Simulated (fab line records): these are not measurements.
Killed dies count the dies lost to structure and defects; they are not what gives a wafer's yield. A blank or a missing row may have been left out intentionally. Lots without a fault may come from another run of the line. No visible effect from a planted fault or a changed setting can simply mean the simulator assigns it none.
The tool behind it: which one? / flow nand-harc / 36 wafers from 12 lots sampled at 8 of the route's 1159 steps

## WHAT EACH GAUGE READ, for each wafer
NHARC_P_ZERO_WELL_CD_MEAS_24: the cd target is 720 nm.
lot=L687; measured=day 1 14:20; on=cd-sem-02; cd-nm (nm)=720.0 720.5 720.6
lot=L689; measured=day 2 02:27; on=cd-sem-01; cd-nm (nm)=720.3 720.0 717.9
lot=L690; measured=day 2 08:35; on=cd-sem-03; cd-nm (nm)=720.7 720.3 718.1
lot=L694; measured=day 3 08:37; on=cd-sem-01; cd-nm (nm)=720.5 718.8 719.2
lot=L695; measured=day 3 14:38; on=cd-sem-02; cd-nm (nm)=721.1 721.2 719.4
lot=L696; measured=day 3 20:29; on=cd-sem-02; cd-nm (nm)=723.1 723.5 721.4
lot=L700; measured=day 4 21:03; on=cd-sem-01; cd-nm (nm)=721.8 720.9 719.0
lot=L701; measured=day 5 02:59; on=cd-sem-01; cd-nm (nm)=721.5 720.5 720.8
lot=L705; measured=day 6 02:35; on=cd-sem-02; cd-nm (nm)=717.3 718.1 719.3
lot=L706; measured=day 6 08:22; on=cd-sem-02; cd-nm (nm)=716.7 717.8 718.3
lot=L708; measured=day 6 20:35; on=cd-sem-03; cd-nm (nm)=721.1 720.7 718.9
lot=L710; measured=day 7 08:27; on=cd-sem-02; cd-nm (nm)=722.3 721.7 721.6

NHARC_P_STI_INSPECT_25.
lot=L687; measured=day 3 14:46; on=defect-inspect-02; raw-defect-count=291 493 398
lot=L689; measured=day 4 06:06; on=defect-inspect-01; raw-defect-count=233 248 285
lot=L690; measured=day 4 06:06; on=defect-inspect-02; raw-defect-count=274 238 233
lot=L694; measured=day 5 12:56; on=defect-inspect-02; raw-defect-count=176 112 155
lot=L695; measured=day 5 22:55; on=defect-inspect-01; raw-defect-count=275 395 186
lot=L696; measured=day 5 22:55; on=defect-inspect-02; raw-defect-count=592 667 656
lot=L700; measured=day 7 02:20; on=defect-inspect-01; raw-defect-count=666 606 595
lot=L701; measured=day 7 08:51; on=defect-inspect-02; raw-defect-count=586 553 566
lot=L705; measured=day 8 07:07; on=defect-inspect-01; raw-defect-count=162 303 209
lot=L706; measured=day 8 07:07; on=defect-inspect-02; raw-defect-count=227 139 134
lot=L708; measured=day 8 19:11; on=defect-inspect-01; raw-defect-count=175 243 154
lot=L710; measured=day 9 10:28; on=defect-inspect-02; raw-defect-count=330 160 204

NHARC_P_GATE_INSPECT_28.
lot=L687; measured=day 4 13:37; on=defect-inspect-01; raw-defect-count=3 7 3
lot=L689; measured=day 5 04:42; on=defect-inspect-02; raw-defect-count=2 5 6
lot=L690; measured=day 5 04:33; on=defect-inspect-01; raw-defect-count=9 9 8
lot=L694; measured=day 6 14:48; on=defect-inspect-01; raw-defect-count=8 2 3
lot=L695; measured=day 6 20:48; on=defect-inspect-01; raw-defect-count=8 13 14
lot=L696; measured=day 6 20:57; on=defect-inspect-01; raw-defect-count=396 370 411
lot=L700; measured=day 8 00:44; on=defect-inspect-02; raw-defect-count=400 399 415
lot=L701; measured=day 8 10:31; on=defect-inspect-02; raw-defect-count=403 437 382
lot=L705; measured=day 9 07:23; on=defect-inspect-02; raw-defect-count=3 10 5
lot=L706; measured=day 9 07:21; on=defect-inspect-02; raw-defect-count=2 3 5
lot=L708; measured=day 9 17:26; on=defect-inspect-02; raw-defect-count=6 8 9
lot=L710; measured=day 10 10:13; on=defect-inspect-01; raw-defect-count=6 8 5

NHARC_P_GATE_INSPECT_68.
lot=L687; measured=day 5 09:31; on=defect-inspect-02; raw-defect-count=221 483 389
lot=L689; measured=day 5 23:32; on=defect-inspect-02; raw-defect-count=219 222 247
lot=L690; measured=day 5 23:07; on=defect-inspect-01; raw-defect-count=244 190 190
lot=L694; measured=day 7 09:38; on=defect-inspect-01; raw-defect-count=145 125 165
lot=L695; measured=day 7 15:47; on=defect-inspect-02; raw-defect-count=250 413 164
lot=L696; measured=day 7 18:23; on=defect-inspect-01; raw-defect-count=573 559 627
lot=L700; measured=day 8 19:22; on=defect-inspect-02; raw-defect-count=622 554 583
lot=L701; measured=day 9 05:50; on=defect-inspect-01; raw-defect-count=602 565 546
lot=L705; measured=day 10 02:20; on=defect-inspect-02; raw-defect-count=177 326 233
lot=L706; measured=day 10 01:53; on=defect-inspect-02; raw-defect-count=217 163 172
lot=L708; measured=day 10 12:11; on=defect-inspect-01; raw-defect-count=159 218 108
lot=L710; measured=day 11 04:47; on=defect-inspect-02; raw-defect-count=335 160 189

NHARC_END_SORT_01.
lot=L694; measured=day 21 10:04; on=prober-01; killed-at-array=24 36 29; killed-at-other=0 0 0; killed-at-periphery=5 6 10; killed-dies=29 42 39; killed-open=2 5 5; killed-short=3 1 1
lot=L696; measured=day 21 09:07; on=prober-02; killed-at-array=28 23 31; killed-at-other=0 0 0; killed-at-periphery=39 85 74; killed-dies=67 108 105; killed-open=4 7 3; killed-short=4 1 1
lot=L700; measured=day 22 10:07; on=prober-01; killed-at-array=37 46 33; killed-at-other=1 1 2; killed-at-periphery=74 81 74; killed-dies=112 128 109; killed-open=5 3 3; killed-short=2 2 2
lot=L701; measured=day 23 04:53; on=prober-01; killed-at-array=27 25 30; killed-at-other=0 0 0; killed-at-periphery=85 83 44; killed-dies=112 108 74; killed-open=3 0 1; killed-short=3 0 3
lot=L706; measured=day 23 19:11; on=prober-01; killed-at-array=43 43 47; killed-at-other=1 0 2; killed-at-periphery=6 2 3; killed-dies=50 45 52; killed-open=6 3 4; killed-short=1 3 1
lot=L708; measured=day 24 11:36; on=prober-01; killed-at-array=51 48 42; killed-at-other=0 0 0; killed-at-periphery=0 6 3; killed-dies=51 54 45; killed-open=4 3 4; killed-short=0 1 1

## WHICH TOOL RAN EACH LOT (tool, then ch and the chambers of the sampled wafers, then the start)
lot=L687; NHARC_P_STI_STRIP_24=wet-bench-04 ch 0,2,6, day 3 09:07; NHARC_P_GATE_DEP_103=pecvd-03 ch 1,2, day 4 12:56; NHARC_P_GATE_DESCUM_31=rie-diel-02 ch 0,1,3, day 4 13:41
lot=L689; NHARC_P_STI_STRIP_24=wet-bench-04 ch 3,5,7, day 3 22:01; NHARC_P_GATE_DEP_103=pecvd-03 ch 0,1, day 5 03:53; NHARC_P_GATE_DESCUM_31=rie-diel-12 ch 2,3, day 5 04:46
lot=L690; NHARC_P_STI_STRIP_24=wet-bench-07 ch 5,6,7, day 3 22:06; NHARC_P_GATE_DEP_103=pecvd-01 ch 0,1,2, day 5 03:52; NHARC_P_GATE_DESCUM_31=rie-diel-02 ch 0,1,3, day 5 04:37
lot=L694; NHARC_P_STI_STRIP_24=wet-bench-04 ch 3,4,5, day 5 03:47; NHARC_P_GATE_DEP_103=pecvd-03 ch 0,1,2, day 6 14:00; NHARC_P_GATE_DESCUM_31=rie-diel-04 ch 0,1,3, day 6 15:06
lot=L695; NHARC_P_STI_STRIP_24=wet-bench-04 ch 0,5,7, day 5 09:36; NHARC_P_GATE_DEP_103=pecvd-03 ch 0,1, day 6 19:59; NHARC_P_GATE_DESCUM_31=rie-diel-12 ch 1,2,3, day 6 20:52
lot=L696; NHARC_P_STI_STRIP_24=wet-bench-04 ch 3,4,5, day 5 15:50; NHARC_P_GATE_DEP_103=pecvd-01 ch 0,2, day 6 19:59; NHARC_P_GATE_DESCUM_31=rie-diel-04 ch 1,2,3, day 6 21:02
lot=L700; NHARC_P_STI_STRIP_24=wet-bench-04 ch 0,2,4, day 6 17:16; NHARC_P_GATE_DEP_103=pecvd-03 ch 1,2, day 7 23:56; NHARC_P_GATE_DESCUM_31=rie-diel-04 ch 0,1,2, day 8 00:48
lot=L701; NHARC_P_STI_STRIP_24=wet-bench-04 ch 2,3,7, day 6 22:59; NHARC_P_GATE_DEP_103=pecvd-03 ch 1,2, day 8 09:52; NHARC_P_GATE_DESCUM_31=rie-diel-04 ch 0,1,3, day 8 10:36
lot=L705; NHARC_P_STI_STRIP_24=wet-bench-05 ch 0,6,7, day 7 23:02; NHARC_P_GATE_DEP_103=pecvd-02 ch 0,2, day 9 06:44; NHARC_P_GATE_DESCUM_31=rie-diel-04 ch 0,1,2, day 9 07:28
lot=L706; NHARC_P_STI_STRIP_24=wet-bench-07 ch 1,5,6, day 7 23:01; NHARC_P_GATE_DEP_103=pecvd-03 ch 0,1, day 9 06:40; NHARC_P_GATE_DESCUM_31=rie-diel-12 ch 0,2, day 9 07:25
lot=L708; NHARC_P_STI_STRIP_24=wet-bench-05 ch 0,1,2, day 8 11:05; NHARC_P_GATE_DEP_103=pecvd-03 ch 0,2, day 9 16:40; NHARC_P_GATE_DESCUM_31=rie-diel-04 ch 1,2, day 9 17:43
lot=L710; NHARC_P_STI_STRIP_24=wet-bench-05 ch 3,4,5, day 9 00:47; NHARC_P_GATE_DEP_103=pecvd-01 ch 0,1, day 10 09:32; NHARC_P_GATE_DESCUM_31=rie-diel-12 ch 1,2,3, day 10 10:16
- NHARC_P_STI_STRIP_24: strips Si3N4 in H3PO4.
- NHARC_P_GATE_DEP_103: deposits SiON, target thk 30 nm.
- NHARC_P_GATE_DESCUM_31: chemistry O2, time 3 s.

## AS READ BY THE TOOLS THEMSELVES (means over the sampled wafers that have a number; for cases with no such wafer, the mark the record gives instead)
NHARC_P_GATE_DEP_103.
lot=L687; tool=pecvd-03; heater-power-w (W)=818
lot=L689; tool=pecvd-03; heater-power-w (W)=649
lot=L690; tool=pecvd-01; heater-power-w (W)=716
lot=L694; tool=pecvd-03; heater-power-w (W)=754
lot=L695; tool=pecvd-03; heater-power-w (W)=743
lot=L696; tool=pecvd-01; heater-power-w (W)=774
lot=L700; tool=pecvd-03; heater-power-w (W)=808
lot=L701; tool=pecvd-03; heater-power-w (W)=787
lot=L705; tool=pecvd-02; heater-power-w (W)=903
lot=L706; tool=pecvd-03; heater-power-w (W)=688
lot=L708; tool=pecvd-03; heater-power-w (W)=757
lot=L710; tool=pecvd-01; heater-power-w (W)=765

NHARC_P_GATE_DESCUM_31.
lot=L687; tool=rie-diel-02; drypump-motor-current-A (A)=5.47; oes-product-au (a.u.)=0.992; rf-vpp-V (V)=58.1; showerhead-plenum-p-Torr (Torr)=1.96; throttle-valve-pct (%)=11.318
lot=L689; tool=rie-diel-12; drypump-motor-current-A (A)=5.74; oes-product-au (a.u.)=1.005; rf-vpp-V (V)=57.6; showerhead-plenum-p-Torr (Torr)=1.86; throttle-valve-pct (%)=11.320
lot=L690; tool=rie-diel-02; drypump-motor-current-A (A)=5.48; oes-product-au (a.u.)=0.998; rf-vpp-V (V)=58.5; showerhead-plenum-p-Torr (Torr)=1.96; throttle-valve-pct (%)=11.311
lot=L694; tool=rie-diel-04; drypump-motor-current-A (A)=5.54; oes-product-au (a.u.)=1.003; rf-vpp-V (V)=57.0; showerhead-plenum-p-Torr (Torr)=1.98; throttle-valve-pct (%)=11.310
lot=L695; tool=rie-diel-12; drypump-motor-current-A (A)=5.70; oes-product-au (a.u.)=1.001; rf-vpp-V (V)=58.5; showerhead-plenum-p-Torr (Torr)=1.87; throttle-valve-pct (%)=11.307
lot=L696; tool=rie-diel-04; drypump-motor-current-A (A)=5.46; oes-product-au (a.u.)=1.006; rf-vpp-V (V)=58.0; showerhead-plenum-p-Torr (Torr)=2.00; throttle-valve-pct (%)=11.319
lot=L700; tool=rie-diel-04; drypump-motor-current-A (A)=5.35; oes-product-au (a.u.)=0.992; rf-vpp-V (V)=58.5; showerhead-plenum-p-Torr (Torr)=1.96; throttle-valve-pct (%)=11.312
lot=L701; tool=rie-diel-04; drypump-motor-current-A (A)=5.55; oes-product-au (a.u.)=1.000; rf-vpp-V (V)=57.6; showerhead-plenum-p-Torr (Torr)=1.98; throttle-valve-pct (%)=11.308
lot=L705; tool=rie-diel-04; drypump-motor-current-A (A)=5.33; oes-product-au (a.u.)=1.011; rf-vpp-V (V)=57.6; showerhead-plenum-p-Torr (Torr)=1.96; throttle-valve-pct (%)=11.306
lot=L706; tool=rie-diel-12; drypump-motor-current-A (A)=5.63; oes-product-au (a.u.)=0.999; rf-vpp-V (V)=57.4; showerhead-plenum-p-Torr (Torr)=1.96; throttle-valve-pct (%)=11.313
lot=L708; tool=rie-diel-04; drypump-motor-current-A (A)=5.39; oes-product-au (a.u.)=1.008; rf-vpp-V (V)=58.2; showerhead-plenum-p-Torr (Torr)=2.02; throttle-valve-pct (%)=11.303
lot=L710; tool=rie-diel-12; drypump-motor-current-A (A)=5.70; oes-product-au (a.u.)=0.999; rf-vpp-V (V)=57.6; showerhead-plenum-p-Torr (Torr)=1.87; throttle-valve-pct (%)=11.313

## THE ANSWER, worked out from the rows above alone
Rule: what is usual is taken from the lots themselves. The widest of any qualifying gaps counts: lots, ordered by their means at a reading, are off when they make up no more than a third of the lots, leave a main group of 4 or more, and stand apart from it by 3 or more times the standard deviation of that group's means. Not used: any main group whose means are identical at the precision the tables above print for the reading. A lot without any number at a reading at which 4 lots or more have one is off too. The other lots that the step has rows for count as sound. The gauges are gone through in route order, then the tools' own readings, and for those a lot's mean is taken as printed above. At the first step where some lot is off, the reading lying furthest off is the one used; lots without a number count as furthest.
Off at NHARC_P_GATE_INSPECT_28 (raw-defect-count): L696, L700, L701. The main group has a mean of 6.3 with a standard deviation of 2.5.
If a tool, at a process step before that reading, ran all the lots that are off and no sound lot after the first of them, it fits. Those tools and the gauges at NHARC_P_GATE_INSPECT_28 are tried in the same way. One fits: wet-bench-04 at NHARC_P_STI_STRIP_24. A fault onset in the window from L695 (day 5 09:36, its last sound lot) to L696 (day 5 15:50, its first lot off) fits.

## WHAT HAD BEEN PUT IN BY THE SIMULATOR
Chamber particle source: wet-bench-04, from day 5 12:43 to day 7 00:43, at NHARC_P_STI_STRIP_24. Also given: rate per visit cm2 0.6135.
Shown lots that were struck: L696, L700, L701. The rule above reached the same finding.
